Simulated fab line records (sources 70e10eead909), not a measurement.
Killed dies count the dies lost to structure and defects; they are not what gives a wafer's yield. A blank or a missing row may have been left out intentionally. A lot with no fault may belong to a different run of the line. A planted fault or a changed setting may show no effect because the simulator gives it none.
One fault through the eyes of 2 desks :: flow nandHarc :: what lay behind the numbers comes last; until then each desk has only its own

== THE TOOL OWNER'S DESK: rieDiel-02 ==
The tool's own readings at NHARC_A_BONDPAD_ETCH_34 (etches the open film in N2/H2, target depth 60 nm, overetch 18 nm, time 65.91 s): means of the sampled wafers that have a number, for each lot that ran on this tool. Marked OUT: a lot whose mean sits more than 4 standard deviations from the usual mean, which makes it out of limits; the brackets give that distance.
Columns: A = drypumpMotorCurrentA at NHARC_A_BONDPAD_ETCH_34, usual 5.7 A; B = oesProductAu at NHARC_A_BONDPAD_ETCH_34, usual 1.003 a.u.; C = rfVppV at NHARC_A_BONDPAD_ETCH_34, usual 431.3 V; D = showerheadPlenumPTorr at NHARC_A_BONDPAD_ETCH_34, usual 2.07 Torr; E = throttleValvePct at NHARC_A_BONDPAD_ETCH_34, usual 14.172 %
lot: L763
first seen here: day 23 08:41
A: 5.5
B: 1.000
C: 429.6
D: 2.01
E: 14.176

lot: L764
first seen here: day 23 14:52
A: 5.7
B: 1.004
C: 430.6
D: 2.06
E: 14.173

lot: L765
first seen here: day 24 00:06
A: 5.8
B: 1.001
C: 430.0
D: 2.04
E: 14.167

lot: L769
first seen here: day 26 16:22
A: 5.8
B: 0.997
C: 430.1
D: 2.01
E: 14.166

lot: L773
first seen here: day 27 01:07
A: 5.8
B: 1.005
C: 431.3
D: 2.05
E: 14.169

lot: L775
first seen here: day 28 15:50
A: 5.8
B: 0.995
C: 430.5
D: 2.04
E: 14.174

lot: L783
first seen here: day 30 23:52
A: 6.0
B: 0.938 (-9.4) OUT
C: 430.6
D: 2.06
E: 14.164
This desk's verdict: out of limits on L783, starting with L783 at day 30 23:52 (oesProductAu at NHARC_A_BONDPAD_ETCH_34). Within limits: L763, L764, L765, L769, L773, L775.

== METROLOGY DESK ==
What the gauges read for every lot (on any tool): the sampled wafers with a number, averaged. Marked OUT: a lot whose mean sits more than 4 standard deviations from the usual mean, which makes it out of limits; the brackets give that distance.
Columns: A = thkNm at NHARC_A_M1_THK_MEAS_24, usual 154.3 nm; B = thkNm at NHARC_A_BONDPAD_THK_MEAS_30, usual 200.0 nm
lot: L763
first seen here: day 23 06:19
A: 155.0
B: 199.0

lot: L766
first seen here: day 23 11:22
A: 152.2
B: 199.0

lot: L764
first seen here: day 23 12:20
A: 154.0
B: 200.0

lot: L765
first seen here: day 23 21:37
A: 154.7
B: 199.8

lot: L767
first seen here: day 24 14:25
A: 154.5
B: 201.1

lot: L770
first seen here: day 26 07:57
A: 155.2
B: 197.3

lot: L769
first seen here: day 26 13:59
A: 154.3
B: 202.2

lot: L773
first seen here: day 26 22:52
A: 154.5
B: 200.8

lot: L772
first seen here: day 27 00:59
A: 154.0
B: 201.7

lot: L776
first seen here: day 28 12:06
A: 154.0
B: 199.5

lot: L775
first seen here: day 28 13:32
A: 153.8
B: 200.8

lot: L783
first seen here: day 30 21:28
A: 153.5
B: 199.6

lot: L786
first seen here: day 32 15:52
A: 155.6
B: 199.6
This desk found nothing out of limits on any of the 13 lots.

== TAKEN TOGETHER ==
The tool owner's desk could have raised an alarm at day 30 23:52, on L783.
Nothing out of limits was seen by the metrology desk.
The metrology desk holds a record of L783, inside its limits.
Of the lots named, all ran NHARC_A_BONDPAD_ETCH_34 on rieDiel-02.

== WHAT THE SIMULATOR HAD INSERTED ==
rieDiel-02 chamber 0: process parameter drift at NHARC_A_BONDPAD_ETCH_34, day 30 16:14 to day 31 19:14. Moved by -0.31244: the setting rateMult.
Struck lots among those shown: L783.
Delay in hours, fault start to first out-of-limits reading, by desk: the tool owner's desk at 8.
